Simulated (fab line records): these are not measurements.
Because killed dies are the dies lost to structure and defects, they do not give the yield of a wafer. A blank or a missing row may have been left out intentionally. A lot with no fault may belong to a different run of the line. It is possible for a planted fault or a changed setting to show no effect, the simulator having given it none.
Which tool is to blame?	flow nand harc	Sampling: 24 lots, 72 wafers, 6 of 1302 route steps

## WHAT EACH GAUGE READ, for each wafer
NHARC_P_BONDPAD_CD_MEAS_13. Usual: cd nm at 499.8 nm, with a standard deviation of 2.1.
lot	measured	on	cd nm (nm)	flag
L074	day 6 18:42	cd sem-03	497.7 496.6 502.0	
L075	day 7 07:13	cd sem-02	501.0 497.7 496.7	
L076	day 7 06:34	cd sem-03	501.9 501.8 498.9	
L077	day 7 21:05	cd sem-03	499.5 501.9 498.7	
L078	day 8 11:04	cd sem-02	496.8 498.5 501.1	
L079	day 8 16:08	cd sem-01	500.4 497.4 499.4	
L080	day 9 09:02	cd sem-01	499.5 498.4 499.1	
L081	day 9 08:01	cd sem-02	501.8 500.0 500.5	
L082	day 10 05:24	cd sem-03	500.2 497.9 502.2	
L083	day 10 07:13	cd sem-02	502.0 497.8 497.5	
L084	day 10 22:30	cd sem-02	497.2 498.5 496.6	
L085	day 11 02:17	cd sem-02	502.5 502.5 500.8	
L086	day 11 13:44	cd sem-01	501.2 506.6 505.7	
L087	day 12 20:59	cd sem-02	502.1 498.8 499.9	
L088	day 12 20:24	cd sem-03	501.2 501.6 498.2	
L089	day 13 05:13	cd sem-01	502.2 503.0 499.7	
L090	day 13 10:25	cd sem-03	501.7 497.8 496.9	
L091	day 13 23:02	cd sem-01	498.4 498.6 498.1	
L092	day 14 03:52	cd sem-02	496.2 497.4 497.7	
L093	day 14 13:55	cd sem-03	502.4 501.1 501.7	
L094	day 15 02:26	cd sem-01	501.4 500.6 500.1	
L095	day 15 12:45	cd sem-03	496.6 500.6 500.1	
L096	day 15 21:42	cd sem-01	500.8 498.9 502.6	
L097	day 16 04:28	cd sem-03	497.8 499.6 500.2	

## WHAT TOOL EACH LOT RAN ON (gives the tool, then ch and the chambers of the sampled wafers, and finally the start)
lot	NHARC_P_STI_DESCUM_14	NHARC_P_GATE_STRIP_113	NHARC_P_CONTACT_ETCH_35	NHARC_P_M0_PVD_21	NHARC_P_M1_ETCH_15
L074	rie diel-06 ch 1,2, day 3 00:03	plasma asher-02 ch 1, day 5 21:31	rie diel-08 ch 0,2,3, day 6 01:55	pvd sputter-02, day 6 18:42 or earlier	rie diel-07 ch 2,3, day 6 18:42 or earlier
L075	rie diel-06 ch 1,2,3, day 3 10:56	plasma asher-01 ch 0,1, day 6 09:34	rie diel-08 ch 0,2, day 6 14:03	pvd sputter-01, day 7 07:13 or earlier	rie diel-07 ch 2,3, day 7 07:13 or earlier
L076	rie diel-07 ch 0,1,2, day 3 17:38	plasma asher-02 ch 0,1, day 6 09:08	rie diel-03 ch 0,3, day 6 13:35	pvd sputter-03, day 7 06:34 or earlier	rie diel-07 ch 0,2, day 7 06:34 or earlier
L077	rie diel-06 ch 0,1, day 4 03:15	plasma asher-01 ch 0,1, day 6 23:49	rie diel-05 ch 0,1,3, day 7 03:59	pvd sputter-02, day 7 21:05 or earlier	rie diel-07 ch 0,2,3, day 7 21:05 or earlier
L078	rie diel-06 ch 0,1, day 4 13:20	plasma asher-01 ch 0,1, day 7 13:10	rie diel-03 ch 0,2,3, day 7 17:40	pvd sputter-03, day 8 11:04 or earlier	rie diel-06 ch 1,2,3, day 8 11:04 or earlier
L079	rie diel-06 ch 0,1,2, day 4 21:06	plasma asher-02 ch 0,1, day 7 18:09	rie diel-08 ch 0,3, day 7 22:49	pvd sputter-02, day 8 16:08 or earlier	rie diel-06 ch 0,1,3, day 8 16:08 or earlier
L080	rie diel-07 ch 0,1,2, day 5 10:17	plasma asher-01 ch 0,1, day 8 10:49	rie diel-08 ch 0,2,3, day 8 15:26	pvd sputter-01, day 9 09:02 or earlier	rie diel-06 ch 0,2,3, day 9 09:02 or earlier
L081	rie diel-01 ch 0,3, day 5 16:58	plasma asher-02 ch 0,1, day 8 10:11	rie diel-05 ch 0,1,3, day 8 14:48	pvd sputter-01, day 9 08:01 or earlier	rie diel-06 ch 1,2,3, day 9 08:01 or earlier
L082	rie diel-06 ch 0,1,2, day 6 04:02	plasma asher-01 ch 0,1, day 9 08:23	rie diel-05 ch 0,2,3, day 9 12:42	pvd sputter-03, day 10 05:24 or earlier	rie diel-07 ch 0,1,2, day 10 05:24 or earlier
L083	rie diel-07 ch 1,2, day 6 17:25	plasma asher-02 ch 0,1, day 9 09:40	rie diel-08 ch 0,3, day 9 14:07	pvd sputter-01, day 10 07:13 or earlier	rie diel-07 ch 1,2, day 10 07:13 or earlier
L084	rie diel-07 ch 0,2, day 7 03:17	plasma asher-01 ch 0,1, day 10 00:53	rie diel-05 ch 0,1,3, day 10 05:28	pvd sputter-03, day 10 22:30 or earlier	rie diel-06 ch 0,1,3, day 10 22:30 or earlier
L085	rie diel-01 ch 1,3, day 7 09:27	plasma asher-01 ch 0,1, day 10 05:04	rie diel-03 ch 0,1,2, day 10 09:29	pvd sputter-03, day 11 02:17 or earlier	rie diel-11 ch 0,1,3, day 11 02:17 or earlier
L086	rie diel-06 ch 0,1,2, day 7 18:27	plasma asher-02 ch 0,1, day 10 16:01	rie diel-08 ch 1,2, day 10 19:58	pvd sputter-03, day 11 13:44 or earlier	rie diel-07 ch 1,2,3, day 11 13:44 or earlier
L087	rie diel-06 ch 1,2,3, day 8 06:32	plasma asher-01 ch 0,1, day 11 23:02	rie diel-03 ch 0,2, day 12 03:07	pvd sputter-03, day 12 20:59 or earlier	rie diel-07 ch 0,3, day 12 20:59 or earlier
L088	rie diel-07 ch 0,1,3, day 8 17:11	plasma asher-02 ch 0,1, day 11 21:52	rie diel-05 ch 0,1,2, day 12 02:38	pvd sputter-02, day 12 20:24 or earlier	rie diel-07 ch 0,2, day 12 20:24 or earlier
L089	rie diel-01 ch 0,1,3, day 9 02:26	plasma asher-01 ch 0,1, day 12 07:27	rie diel-05 ch 1,3, day 12 11:54	pvd sputter-01, day 13 05:13 or earlier	rie diel-07 ch 1,2, day 13 05:13 or earlier
L090	rie diel-01 ch 1,2,3, day 9 11:33	plasma asher-02 ch 0,1, day 12 12:46	rie diel-05 ch 1,3, day 12 17:14	pvd sputter-01, day 13 10:25 or earlier	rie diel-06 ch 0,2,3, day 13 10:25 or earlier
L091	rie diel-01 ch 0,1,2, day 9 21:51	plasma asher-02 ch 0,1, day 13 01:47	rie diel-08 ch 0,1,3, day 13 05:58	pvd sputter-01, day 13 23:02 or earlier	rie diel-06 ch 0,1,3, day 13 23:02 or earlier
L092	rie diel-06 ch 0,1,2, day 10 07:55	plasma asher-02 ch 0,1, day 13 06:34	rie diel-03 ch 0,3, day 13 10:51	pvd sputter-03, day 13 19:14 or earlier	rie diel-07 ch 0,1, day 13 19:14
L093	rie diel-07 ch 1,2,3, day 10 20:28	plasma asher-01 ch 0,1, day 13 16:37	rie diel-03 ch 1,3, day 13 20:40	pvd sputter-02, day 14 13:55 or earlier	rie diel-11 ch 0,1,2, day 14 13:55 or earlier
L094	rie diel-06 ch 0,2,3, day 11 05:41	plasma asher-01 ch 0,1, day 14 04:33	rie diel-08 ch 0,1,3, day 14 08:59	pvd sputter-02, day 15 02:26 or earlier	rie diel-06 ch 0,1,2, day 15 02:26 or earlier
L095	rie diel-01 ch 0,1, day 11 16:42	plasma asher-01 ch 0,1, day 14 14:47	rie diel-03 ch 0,1,2, day 14 19:14	pvd sputter-01, day 15 12:45 or earlier	rie diel-07 ch 0,2,3, day 15 12:45 or earlier
L096	rie diel-01 ch 1,2, day 12 01:26	plasma asher-02 ch 0,1, day 14 23:51	rie diel-08 ch 0,1, day 15 04:25	pvd sputter-03, day 15 21:42 or earlier	rie diel-06 ch 1,2,3, day 15 21:42 or earlier
L097	rie diel-01 ch 0,1,3, day 12 09:56	plasma asher-02 ch 0,1, day 15 06:49	rie diel-03 ch 0,2, day 15 11:01	pvd sputter-02, day 16 04:28 or earlier	rie diel-07 ch 0,1,2, day 16 04:28 or earlier
- NHARC_P_STI_DESCUM_14: chemistry O2, time 3 s.
- NHARC_P_GATE_STRIP_113: strips in N2/H2, time 740 s.
- NHARC_P_CONTACT_ETCH_35: etches the open film in CF4, target depth 39 nm, time 65 s.
- NHARC_P_M0_PVD_21: deposits Cu, target thk 30 nm, time 20.49 s.
- NHARC_P_M1_ETCH_15: etches the open film in C4F8/Ar, target depth 182.5 nm, time 91.2 s.

## AS READ BY THE TOOLS THEMSELVES (means over the sampled wafers that have a number; for cases with no such wafer, the mark the record gives instead)
NHARC_P_STI_DESCUM_14. Usual: drypump motor current A 5.7 A, standard deviation 0.5; oes product au 1.001 a.u., standard deviation 0.0099; rf vpp V 58.0 V, standard deviation 0.89; showerhead plenum p Torr 1.95 Torr, standard deviation 0.075; throttle valve pct 11.311 %, standard deviation 0.0091.
lot	tool	drypump motor current A (A)	oes product au (a.u.)	rf vpp V (V)	showerhead plenum p Torr (Torr)	throttle valve pct (%)	flag
L074	rie diel-06	6.3	0.992	58.3	1.96	11.314	
L075	rie diel-06	6.1	0.995	58.8	1.99	11.314	
L076	rie diel-07	5.2	1.006	58.3	1.91	11.314	
L077	rie diel-06	5.9	1.008	59.0	2.00	11.311	
L078	rie diel-06	5.8	0.998	58.5	1.93	11.311	
L079	rie diel-06	6.1	0.987	58.2	1.95	11.312	
L080	rie diel-07	5.2	0.997	57.4	1.91	11.311	
L081	rie diel-01	6.1	1.002	57.5	1.87	11.304	
L082	rie diel-06	6.1	1.000	57.6	1.95	11.314	
L083	rie diel-07	5.0	1.005	58.0	1.93	11.313	
L084	rie diel-07	5.0	1.008	57.5	1.97	11.308	
L085	rie diel-01	6.1	1.006	57.3	1.91	11.303	
L086	rie diel-06	6.1	0.995	57.9	1.95	11.300	
L087	rie diel-06	6.1	0.998	58.6	1.99	11.302	
L088	rie diel-07	5.5	0.997	58.1	1.91	11.302	
L089	rie diel-01	5.6	0.997	58.5	1.93	11.312	
L090	rie diel-01	5.9	1.003	57.6	1.96	11.309	
L091	rie diel-01	5.4	0.988	58.3	1.98	11.308	
L092	rie diel-06	6.1	0.996	58.2	1.95	11.316	
L093	rie diel-07	5.3	1.013	58.2	1.92	11.318	
L094	rie diel-06	6.1	0.995	57.7	1.92	11.315	
L095	rie diel-01	5.2	1.003	57.9	1.98	11.308	
L096	rie diel-01	5.7	1.006	57.8	2.01	11.313	
L097	rie diel-01	5.7	1.007	57.6	1.93	11.310	

NHARC_P_GATE_STRIP_113. Usual: drypump motor current A 5.6 A, standard deviation 0.44; heater power w 84 W, standard deviation 10.
lot	tool	drypump motor current A (A)	heater power w (W)	flag
L074	plasma asher-02	5.0	93	
L075	plasma asher-01	5.7	74	
L076	plasma asher-02	5.5	92	
L077	plasma asher-01	5.7	75	
L078	plasma asher-01	5.7	75	
L079	plasma asher-02	5.5	92	
L080	plasma asher-01	5.9	72	
L081	plasma asher-02	5.5	91	
L082	plasma asher-01	5.7	77	
L083	plasma asher-02	5.2	92	
L084	plasma asher-01	5.7	76	
L085	plasma asher-01	5.7	75	
L086	plasma asher-02	5.5	92	
L087	plasma asher-01	5.7	76	
L088	plasma asher-02	5.5	96	
L089	plasma asher-01	5.7	75	
L090	plasma asher-02	5.2	95	
L091	plasma asher-02	5.5	96	
L092	plasma asher-02	5.5	95	
L093	plasma asher-01	5.7	76	
L094	plasma asher-01	5.9	73	
L095	plasma asher-01	5.7	77	
L096	plasma asher-02	5.2	95	
L097	plasma asher-02	5.5	96	

NHARC_P_CONTACT_ETCH_35. Usual: drypump motor current A 6.1 A, standard deviation 0.34; oes product au 1.003 a.u., standard deviation 0.011; rf vpp V 151.5 V, standard deviation 1.1; showerhead plenum p Torr 1.78 Torr, standard deviation 0.069; throttle valve pct 13.284 %, standard deviation 0.0095.
lot	tool	drypump motor current A (A)	oes product au (a.u.)	rf vpp V (V)	showerhead plenum p Torr (Torr)	throttle valve pct (%)	flag
L074	rie diel-08	6.1	1.015	151.8	1.79	13.277	
L075	rie diel-08	5.9	1.015	151.5	1.75	13.293	
L076	rie diel-03	6.3	0.991	150.4	1.72	13.282	
L077	rie diel-05	6.1	0.996	152.4	1.81	13.280	
L078	rie diel-03	6.3	1.005	150.6	1.74	13.280	
L079	rie diel-08	5.8	1.004	152.2	1.83	13.291	
L080	rie diel-08	6.1	1.015	151.7	1.79	13.296	
L081	rie diel-05	6.0	1.003	152.2	1.81	13.288	
L082	rie diel-05	6.1	0.995	152.7	1.86	13.284	
L083	rie diel-08	5.7	1.011	151.5	1.78	13.286	
L084	rie diel-05	6.0	0.999	151.2	1.81	13.287	
L085	rie diel-03	6.1	1.003	151.2	1.78	13.275	
L086	rie diel-08	6.2	1.002	150.9	1.78	13.279	
L087	rie diel-03	6.3	1.000	150.8	1.74	13.290	
L088	rie diel-05	6.3	0.998	151.9	1.79	13.286	
L089	rie diel-05	6.1	0.992	152.0	1.83	13.296	
L090	rie diel-05	6.1	1.000	151.6	1.82	13.278	
L091	rie diel-08	5.8	1.007	151.3	1.80	13.295	
L092	rie diel-03	6.2	0.995	150.6	1.73	13.285	
L093	rie diel-03	6.2	0.994	150.9	1.75	13.280	
L094	rie diel-08	5.8	1.008	152.1	1.80	13.282	
L095	rie diel-03	6.1	1.010	151.9	1.78	13.293	
L096	rie diel-08	5.7	1.018	151.0	1.75	13.281	
L097	rie diel-03	6.3	0.999	151.7	1.74	13.283	

NHARC_P_M0_PVD_21. Usual: throttle valve pct at 29.7 %, with a standard deviation of 1.2.
lot	tool	throttle valve pct (%)	flag
L074	pvd sputter-02	30.4	
L075	pvd sputter-01	29.0	
L076	pvd sputter-03	30.6	
L077	pvd sputter-02	29.8	
L078	pvd sputter-03	31.3	
L079	pvd sputter-02	29.4	
L080	pvd sputter-01	28.3	
L081	pvd sputter-01	28.9	
L082	pvd sputter-03	30.2	
L083	pvd sputter-01	27.9	
L084	pvd sputter-03	30.5	
L085	pvd sputter-03	30.9	
L086	pvd sputter-03	29.0	
L087	pvd sputter-03	30.7	
L088	pvd sputter-02	30.9	
L089	pvd sputter-01	29.3	
L090	pvd sputter-01	29.1	
L091	pvd sputter-01	29.7	
L092	pvd sputter-03	30.6	
L093	pvd sputter-02	29.7	
L094	pvd sputter-02	30.1	
L095	pvd sputter-01	28.0	
L096	pvd sputter-03	30.9	
L097	pvd sputter-02	29.5	

NHARC_P_M1_ETCH_15. Usual: oes product au 0.960 a.u., standard deviation 0.02; rf vpp V 441.4 V, standard deviation 2.5.
lot	tool	oes product au (a.u.)	rf vpp V (V)	flag
L074	rie diel-07	0.977	442.2	
L075	rie diel-07	0.974	442.7	
L076	rie diel-07	0.971	441.8	
L077	rie diel-07	0.970	442.5	
L078	rie diel-06	0.954	443.4	
L079	rie diel-06	0.962	443.2	
L080	rie diel-06	0.960	440.9	
L081	rie diel-06	0.933	442.7	
L082	rie diel-07	0.971	440.8	
L083	rie diel-07	0.924	438.9	
L084	rie diel-06	0.969	443.0	
L085	rie diel-11	0.940	441.6	
L086	rie diel-07	0.964	441.5	
L087	rie diel-07	0.952	442.3	
L088	rie diel-07	0.926	441.3	
L089	rie diel-07	0.960	440.7	
L090	rie diel-06	0.964	441.6	
L091	rie diel-06	0.968	442.5	
L092	rie diel-07	0.992	440.6	
L093	rie diel-11	0.929	440.7	
L094	rie diel-06	0.975	441.6	
L095	rie diel-07	0.979	441.8	
L096	rie diel-06	0.978	443.0	
L097	rie diel-07	0.972	441.0	

## THE ANSWER, worked out from the rows above alone
Rule: a lot is off if the mean of its wafers that have a number lies more than 3 standard deviations from the usual mean. Also off: a lot with no number at a reading for which 4 or more lots have one. All remaining lots with rows at the step are treated as sound. The gauges are gone through in route order, then the tools' own readings, and for those a lot's mean is taken as printed above. At the first step where some lot is off, the reading lying furthest off is the one used; lots without a number count as furthest.
Across all readings shown, no lot is off: no conclusion can be drawn from this.

## WHAT WAS PUT IN BY THE SIMULATOR
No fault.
